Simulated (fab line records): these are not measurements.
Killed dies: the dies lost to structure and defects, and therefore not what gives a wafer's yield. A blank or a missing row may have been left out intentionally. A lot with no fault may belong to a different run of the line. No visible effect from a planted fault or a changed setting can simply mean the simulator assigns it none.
Struck lot and sound lot, side by side :: flow nand-harc :: 14 out of 1159 route steps
Sound: these wafers, L735.3, L735.5, L735.6. Wafers struck: L734.1, L734.2, L734.4. Last of all comes the cause.
Each step with rows lists, per side, the tool, then ch with its chambers, then its first start. Under that, the readings that differ: sound wafers :: struck wafers :: difference of the means :: sigmas: that difference in standard deviations of wafers without a fault.
alike: words and numbers the same on both sides, and readings whose means are apart by under 2 such deviations; not compared: readings that were withheld, readings missing a value for some wafer, numbers with overlapping values and no deviation given by the record, and bounds like >300 which may hide the same value.
The two part at a step that has a row with sigmas, a row that says differs or no value, or rows on one side only. Numbers that don't overlap but have no deviation are shown without sigmas and don't part them. Lack of a reading on every wafer of one side parts them only where that side has two or more wafers.

first, 1 step without rows for these wafers: NHARC_P_GATE_HARDBAKE_60 (time 80 s).
NHARC_P_GATE_DESCUM_61: chemistry O2, time 3 s.
  sound on rie-diel-01 ch 0,2,3, day 10 15:57; struck on rie-diel-04 ch 1,2,3, day 10 15:09
  alike: drypump-motor-current-A, oes-product-au, rf-vpp-V, showerhead-plenum-p-Torr, throttle-valve-pct
  not compared: rf-hours-counter-h
after that, 1 step had no rows for these wafers: NHARC_P_GATE_IMPLANT_62.
NHARC_P_GATE_STRIP_112: strips in N2/H2, time 200 s.
  sound on plasma-asher-02 ch 0,1, day 10 16:22; struck on plasma-asher-02 ch 0,1, day 10 15:31
  alike: drypump-motor-current-A, heater-power-w
  not compared: rf-hours-counter-h
NHARC_P_GATE_STRIP_76: strips in O2.
  sound on plasma-asher-02 ch 0,1, day 10 16:34; struck on plasma-asher-02 ch 0,1, day 10 15:47
  alike: drypump-motor-current-A, heater-power-w
  not compared: rf-hours-counter-h
then, 7 steps without rows for these wafers: NHARC_P_GATE_STRIP_63 (strips in SPM, time 900 s); NHARC_P_GATE_DEHYDRATE_83 (time 120 s); NHARC_P_GATE_HMDS_84 (time 30 s); NHARC_P_GATE_COAT_85; NHARC_P_GATE_SOFTBAKE_86 (time 95 s); NHARC_P_GATE_EBR_87; NHARC_P_GATE_EXPOSE_88 (exposes mask P HVN, target cd 2000 nm).
NHARC_P_GATE_PEB_89: peb time 85 s.
  struck on litho-track-03, day 10 16:29; sound on litho-track-05 ch 0, day 10 17:23
  no value came back on the struck wafers for chill-plate-temp-C (C), exhaust-pa (Pa); on the sound wafers chill-plate-temp-C (C) reads 22.87 22.84 22.81
then, 1 step without rows for these wafers: NHARC_P_GATE_DEVELOP_90 (time 70 s).

## WHERE THEY PART
Only at NHARC_P_GATE_PEB_89, within this record.

WHY: the cause the simulator had injected
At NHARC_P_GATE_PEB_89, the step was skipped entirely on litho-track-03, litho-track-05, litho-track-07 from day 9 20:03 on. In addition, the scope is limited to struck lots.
